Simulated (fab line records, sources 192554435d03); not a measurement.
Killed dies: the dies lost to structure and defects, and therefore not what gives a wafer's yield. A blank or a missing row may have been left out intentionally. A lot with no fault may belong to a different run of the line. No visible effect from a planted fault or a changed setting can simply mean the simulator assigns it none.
Matching of chambers | flow n5_finfet | 3 sister chambers for N5_BEOL_M6_PECVD_70 on pecvd-01
The step deposits SiO2 from TEOS/O2, target thk 20 nm, time 22.7 s. 6 wafers are shown with their chamber, then 12 later ones without.

WAFERS PAIRED WITH THEIR CHAMBERS
wafer  | chamber | throttle_valve_pct (%) | heater_power_w (W)
L085.1 | 2       | 22.1                   | 566
L086.1 | 2       | 22.1                   | 620
L086.5 | 1       | 23.4                   | 870
L087.3 | 1       | 23.5                   | 873
L087.4 | 0       | 21.4                   | 606
L087.5 | 0       | 21.2                   | 602

WAFERS MISSING THEIR CHAMBER
wafer  | throttle_valve_pct (%) | heater_power_w (W)
L090.1 | 21.3                   | 629
L090.2 | 23.6                   | 964
L090.3 | 22.1                   | 569
L094.1 | 23.6                   | 971
L094.2 | 21.4                   | 631
L094.5 | 23.4                   | 959
L096.1 | 21.6                   | 637
L096.2 | 23.4                   | 950
L096.6 | 21.3                   | 662
L097.1 | 22.1                   | 610
L097.3 | 23.3                   | 985
L097.5 | 23.6                   | 943

THE CHAMBER EACH PASSED THROUGH
wafer  | from the rows above | in truth
L090.1 | 0                   | 0
L090.2 | 1                   | 1
L090.3 | 2                   | 2
L094.1 | 1                   | 1
L094.2 | 0                   | 0
L094.5 | 1                   | 1
L096.1 | 0                   | 0
L096.2 | 1                   | 1
L096.6 | 0                   | 0
L097.1 | 2                   | 2
L097.3 | 1                   | 1
L097.5 | 1                   | 1
Correct placement for 12 of the 12. Can't be placed from these rows: 0. Number placed wrongly: 0.
How it was worked out, from the rows above alone: a wafer's distance from a chamber is the root of the sum, over the readings, of the square of ((its reading less the chamber's mean) divided by the reading's scatter). If the next closest chamber is less than 2 further off than the closest, the wafer can't be placed; otherwise it belongs to the closest. For every chamber, the mean is computed from those of its wafers that are shown. The scatter: the root of (the sum of the squares of (reading less its chamber's mean) over the shown wafers, divided by (wafers less chambers)).
